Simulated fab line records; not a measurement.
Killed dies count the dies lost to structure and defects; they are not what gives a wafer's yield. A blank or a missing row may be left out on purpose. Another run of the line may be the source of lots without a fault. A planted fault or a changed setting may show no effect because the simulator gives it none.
Matching of chambers -- flow nand_harc -- NHARC_A_CHANNEL_FILL_D1_ETCHBACK_08 on rie_diel-05 has 4 sister chambers
The step etches the open film in C4F8, target depth 220 nm, time 110 s. 8 wafers are shown with their chamber, then 7 later ones without.

EACH WAFER AND ITS CHAMBER
wafer,chamber,rf_vpp_V (V),chamber_pressure_mTorr (mTorr)
L812.2,3,444.9,25.023
L815.1,2,439.7,24.965
L815.2,1,443.8,24.980
L817.2,1,441.9,24.975
L817.4,3,446.1,25.001
L817.6,0,440.6,25.016
L819.1,0,440.5,25.005
L819.2,2,440.0,24.978

WAFERS MISSING THEIR CHAMBER
wafer,rf_vpp_V (V),chamber_pressure_mTorr (mTorr)
L819.5,440.6,25.027
L820.2,441.0,24.997
L820.3,440.8,24.957
L820.6,439.6,25.021
L824.2,445.1,25.032
L824.4,443.4,24.982
L824.5,439.7,25.037

THE CHAMBER EACH PASSED THROUGH
wafer,from the rows above,in truth
L819.5,0,0
L820.2,can't be placed: 0 or 2 or 1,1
L820.3,can't be placed: 2 or 1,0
L820.6,0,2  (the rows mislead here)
L824.2,3,3
L824.4,1,1
L824.5,0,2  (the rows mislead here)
Placed correctly: 3 of 7. Unplaceable from these rows: 2, with the true chamber sitting among the candidates in 1. Placed wrongly: 2.
How it was worked out, from the rows above alone: a wafer's distance from a chamber is the root of the sum, over the readings, of the square of ((its reading less the chamber's mean) divided by the reading's scatter). If the next closest chamber is less than 2 further off than the closest, the wafer can't be placed; otherwise it belongs to the closest. The mean given for a chamber averages the wafers shown for that chamber. The scatter: take each reading less its chamber's mean, square it, sum over the shown wafers, divide by the number of wafers less the number of chambers, and take the root.
